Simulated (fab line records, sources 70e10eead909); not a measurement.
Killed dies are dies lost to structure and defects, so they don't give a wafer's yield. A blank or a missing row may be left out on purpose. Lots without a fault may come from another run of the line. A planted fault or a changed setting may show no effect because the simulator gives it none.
fab line records | flow nand_harc | part 2 of 2: steps 28 to 36 of 36
record lots=5 wafers=15 last_day=24
route steps=1159 shown A_BONDPAD@1090 HYBRID_BOND@1094 THIN_TSV@1101
lots that met no fault: from a run of the same line without faults
start_h: hours from the record's first day to the start of the lot's first wafer shown | wait_h: hours since the lot's step before | " the same as in the row above | L1.1+2: a row that stands for several wafers | - no value, or no start given | * or withheld: withheld | < > ~ a bound
route shown NAME@n: a module of which the file shows steps, and the number in the route of the first | usual: mean/standard deviation of fault-free wafers | same: alike in all rows | chamber/n: place in a boat | sites: the reading at each site | _std_site: their standard deviation | _edge_site: outer sites' mean less inner sites' | radius_mm: how far each site lies from the wafer's centre | mask NAME#n: copy n | behind: the tool/chamber that last shaped the wafer | hold: why the lot was held/for how many hours/how that ended | device: the transistor (n, p or np) that didn't switch | end of line: the same wafers' tests at the end of the route | a step without rows: its recipe alone | killed: dies lost to structure and defects at the first sort, not the wafer's yield | map: a wafer's dies, x killed, . not, _ none there
set.NAME: the setting as run; set.NAME@STEP: as run at that earlier step | model.NAME: the simulator's own value behind a step, which no gauge read
lots at some steps of the route; a table a step, a row a wafer
services: from which hour (start_h, from the record's first day; less than 0 if before it) a tool's chamber was out of use, for how many hours, and why
## steps
# step NHARC_THIN_TSV_ETCH_44
# recipe target_depth_a=15942 time_s=797.1 cf4_flow_sccm=150 o2_flow_sccm=10 ar_flow_sccm=0 rf_w=300 bias_w=800 chemistry=CF4/O2
# usual drypump_motor_current_A=5.6/0.4 o2_flow_sccm=10.001/0.026 oes_product_au=1.000/0.011 rf_vpp_V=795/4.9 showerhead_plenum_p_Torr=1.84/0.078 throttle_valve_pct=16.912/0.0084
# same time_s=797.1
# columns lot.wafer tool chamber start_h wait_h drypump_motor_current_A o2_flow_sccm oes_product_au rf_hours_counter_h rf_vpp_V showerhead_plenum_p_Torr throttle_valve_pct
L075.2 rie_diel-13 2 427.29 0.1 6.0 10.033 0.986 10 802 1.95 16.908
L075.4 " 0 " " 5.6 9.989 1.010 8 789 1.72 16.913
L075.5 " 2 " " 6.0 10.037 0.992 - 801 1.95 16.912
L077.1 rie_diel-12 2 439.39 0.1 5.7 9.931 0.982 6 796 1.85 16.922
L077.3 " 3 " " 5.7 9.984 0.984 5 803 1.94 16.918
L077.6 " 1 " " 4.8 9.981 1.002 - 789 1.76 16.904
L086.2 rie_diel-12 1 497.79 0.2 4.8 10.016 1.002 14 790 1.75 16.914
L086.3 " 2 " " 5.7 9.987 1.002 13 794 1.84 16.922
L086.5 " 3 " " 5.7 9.991 1.005 - 801 1.94 16.914
L088.4 rie_diel-13 1 499.98 0.1 5.5 9.989 1.013 2 789 1.76 16.917
L088.2 " 3 " " 5.8 10.028 1.014 3 802 1.96 16.912
L088.5 " 1 " " 5.5 9.935 1.019 - 790 1.76 16.910
L096.4 rie_diel-04 3 550.99 0.1 5.4 9.982 1.007 4 796 1.83 16.930
L096.2 " 0 " " 5.8 10.007 0.973 5 795 1.84 16.922
L096.3 " 2 " " 5.3 9.993 0.995 4 794 1.82 16.914
# step NHARC_THIN_TSV_ETCH_15
# recipe target_depth_a=30000 bosch_target_overetch_cycles=2 bosch_etch_step_s=2.8 bosch_dep_step_s=1.2 bosch_cycles=14
# usual drypump_motor_current_A=5.8/0.37
# columns lot.wafer tool chamber start_h wait_h drypump_motor_current_A rf_hours_counter_h
L075.2 rie_si-05 1 427.80 - 5.8 0.0
L075.4 " 3 " " 6.2 0.0
L075.5 " 1 " " 5.8 -
L077.3 rie_si-04 3 439.90 - 5.7 1.4
L077.1 " 1 " " 5.9 1.5
L077.6 " 3 " " 5.7 -
L086.2 rie_si-04 2 498.25 - 5.6 0.4
L086.3 " 0 " " 5.2 0.3
L086.5 " 3 " " 5.6 -
L088.2 rie_si-05 3 500.58 - 6.2 0.6
L088.4 " 0 " " 6.1 0.6
L088.5 " 2 " " 5.4 -
L096.2 rie_si-04 1 551.56 - 5.9 0.8
L096.4 " 2 " " 5.6 0.8
L096.3 " 0 " " 5.2 0.8
# step NHARC_THIN_TSV_CD_MEAS_16
# usual cd_nm=1000.8/2
# columns lot.wafer tool chamber start_h wait_h cd_nm
L075.2 cd_sem-03 - 427.95 0.1 1000.8
L075.4 " - " " 1002.2
L075.5 " - " " 1000.8
L077.1 cd_sem-01 - 440.05 0.1 1003.1
L077.3 " - " " 996.3
L077.6 " - " " 998.8
L086.2 cd_sem-01 - 498.39 0.1 1001.0
L086.3 " - " " 999.0
L086.5 " - " " 1001.6
L088.2 cd_sem-01 - 500.70 0.1 998.5
L088.4 " - " " 999.2
L088.5 " - " " 1001.4
L096.2 cd_sem-02 - 551.71 0.1 1002.6
L096.3 " - " " 1004.1
L096.4 " - " " 1003.7
# step NHARC_THIN_TSV_STRIP_45
# recipe power_w=1500 temp_c=250 chemistry=O2
# usual drypump_motor_current_A=6.0/0.4 heater_power_w=299/16
# columns lot.wafer tool chamber start_h wait_h drypump_motor_current_A heater_power_w rf_hours_counter_h
L075.2 plasma_asher-02 0 428.02 0.1 6.4 316 19
L075.4 " 0 " " 6.4 312 -
L075.5 " 0 " " 6.4 320 -
L077.1 plasma_asher-02 0 440.15 0.1 6.4 324 24
L077.3 " 0 " " 6.4 322 -
L077.6 " 1 " " 5.8 282 -
L086.2 plasma_asher-02 0 498.46 0.1 6.4 317 47
L086.3 " 1 " " 5.8 282 -
L086.5 " 1 " " 5.8 278 -
L088.2 plasma_asher-02 1 500.77 0.1 5.8 286 48
L088.4 " 0 " " 6.4 320 -
L088.5 " 0 " " 6.4 320 -
L096.2 plasma_asher-01 1 551.83 0.1 5.3 297 28
L096.3 " 0 " " 6.2 283 -
L096.4 " 1 " " 5.3 305 -
# step NHARC_THIN_TSV_STRIP_46
# recipe time_s=1200 temp_c=72.5 chemistry=post_etch_residue_remover
# same time_s=1200
# columns lot.wafer tool chamber start_h wait_h
L075.5+4+2 wet_bench-08 4,5,6 428.39 0.1
L077.6+1+3 wet_bench-08 0,3,4 440.51 0.1
L086.2+3+5 wet_bench-10 5,7,1 498.83 0.3
L088.4+2+5 wet_bench-08 0,2,3 501.14 0.2
L096.3+2+4 wet_bench-10 1,2,5 552.13 0.2
# step NHARC_THIN_TSV_DEP_47
# recipe target_thk_a=2000 temp_c=withheld pressure_torr=6.5 rf_w=900 teos_flow_sccm=161.4 flow_sccm=2650 target_thk_nm=200 gas=O2 material=SiO2
# usual chamber_pressure_Torr=6.500/0.013 flow_sccm=2652/8.1 throttle_valve_pct=15.9/0.53
# columns lot.wafer tool chamber start_h wait_h chamber_pressure_Torr flow_sccm throttle_valve_pct
L075.2 pecvd-03 0 428.87 - 6.496 2653 16.2
L075.5 " 2 " " 6.526 2642 16.1
L075.4 " 1 " " 6.499 2640 16.5
L077.3 pecvd-01 0 441.00 - 6.492 2652 16.6
L077.1 " 1 " " 6.497 2646 15.2
L077.6 " 1 " " 6.504 2656 15.6
L086.2 pecvd-02 1 499.27 - 6.483 2656 15.6
L086.3 " 2 " " 6.511 2640 15.6
L086.5 " 2 " " 6.512 2644 15.5
L088.2 pecvd-01 2 501.62 - 6.497 2643 16.1
L088.5 " 1 " " 6.503 2651 15.4
L088.4 " 2 " " 6.493 2651 15.9
L096.3 pecvd-02 0 552.63 - 6.501 2663 15.6
L096.2 " 1 " " 6.503 2652 15.6
L096.4 " 1 " " 6.493 2653 15.5
# step NHARC_THIN_TSV_ETCHBACK_48
# recipe target_depth_a=10285 over_etch_frac=0.3 time_s=405.17 ion_energy_ev=250 c4f8_flow_sccm=withheld ar_flow_sccm=withheld rf_w=600 bias_w=300 chemistry=C4F8/Ar
# usual oes_product_au=0.96/0.039 rf_vpp_V=547/3.6
# columns lot.wafer tool chamber start_h wait_h oes_product_au rf_hours_counter_h rf_vpp_V
L075.4 rie_diel-04 3 429.22 - 0.94 10 545
L075.2 " 2 " " 0.93 11 544
L075.5 " 3 " " 0.94 - 546
L077.3 rie_diel-13 3 441.35 - 0.93 12 553
L077.1 " 2 " " 0.92 12 552
L077.6 " 3 " " 0.91 - 553
L086.2 rie_diel-04 0 499.67 - 0.91 2 547
L086.3 " 2 " " 0.92 2 545
L086.5 " 1 " " 0.91 - 549
L088.2 rie_diel-04 1 502.01 - 0.97 2 551
L088.4 " 3 " " 0.98 2 546
L088.5 " 1 " " 0.97 - 549
L096.4 rie_diel-13 3 553.02 - 1.00 6 552
L096.2 " 0 " " 1.02 5 540
L096.3 " 1 " " 1.00 5 543
# step NHARC_THIN_TSV_STRIP_62
# recipe power_w=1500 temp_c=250 time_s=20 chemistry=N2/H2
# usual drypump_motor_current_A=5.9/0.41 heater_power_w=300/15
# same time_s=20
# columns lot.wafer tool chamber start_h wait_h drypump_motor_current_A heater_power_w rf_hours_counter_h
L075.2 plasma_asher-01 0 429.60 - 6.1 290 53
L075.4 " 1 " " 5.3 312 -
L075.5 " 0 " " 6.2 295 -
L077.1 plasma_asher-02 0 441.71 - 6.4 318 25
L077.3 " 1 " " 5.8 288 -
L077.6 " 1 " " 5.8 281 -
L086.2 plasma_asher-01 0 500.17 - 6.1 288 12
L086.3 " 0 " " 6.1 286 -
L086.5 " 0 " " 6.1 286 -
L088.2 plasma_asher-02 0 502.35 - 6.4 319 49
L088.4 " 1 " " 5.8 285 -
L088.5 " 0 " " 6.4 320 -
L096.2 plasma_asher-01 0 553.56 - 6.1 286 28
L096.3 " 1 " " 5.3 303 -
L096.4 " 0 " " 6.1 288 -
# step NHARC_THIN_TSV_DEGAS_49
# recipe temp_c=300 time_s=120
# usual heater_power_w=470/37
# same time_s=120
# columns lot.wafer tool chamber start_h wait_h heater_power_w
L075.2 pvd_sputter-03 - 429.75 0.1 442
L075.4 " - " " 439
L075.5 " - " " 443
L077.1 pvd_sputter-03 - 441.88 0.1 465
L077.3 " - " " 539
L077.6 " - " " 469
L086.3 pvd_sputter-02 - 500.37 0.1 481
L086.2 " - " " 438
L086.5 " - " " 466
L088.2 pvd_sputter-02 - 502.51 0.1 473
L088.4 " - " " 484
L088.5 " - " " 450
L096.3 pvd_sputter-03 - 553.72 0.1 480
L096.4 " - " " 541
L096.2 " - " " 452
## services
# columns tool chamber start_h hours kind
wet_bench-10 - 390.28 2.2 repair
grinder-01 - 405.61 2.5 repair
wet_bench-08 - 406.40 8.0 pm
rie_diel-13 0 409.66 5.0 repair
litho_track-05 - 412.00 7.0 pm
rie_diel-13 - 413.14 0.2 repair
pecvd-01 - 418.39 13.0 pm
wet_bench-10 - 423.24 8.0 pm
rie_diel-04 - 427.13 1.2 repair
pecvd-01 - 448.27 0.9 repair
rie_diel-12 2 448.39 1.4 repair
plasma_asher-02 - 449.39 2.4 repair
plasma_asher-01 - 453.00 9.0 pm
rie_diel-13 - 453.00 9.0 pm
pecvd-01 2 457.95 3.3 repair
rie_diel-12 0 463.77 9.3 repair
rie_diel-04 - 465.90 9.0 pm
rie_diel-04 - 477.13 0.4 repair
rie_diel-12 1 479.88 7.5 repair
rie_diel-13 0 513.87 6.6 repair
pecvd-02 - 515.27 13.0 pm
plasma_asher-02 - 537.31 9.0 pm
litho_track-07 - 539.00 7.0 pm
rie_diel-04 2 541.93 3.6 repair
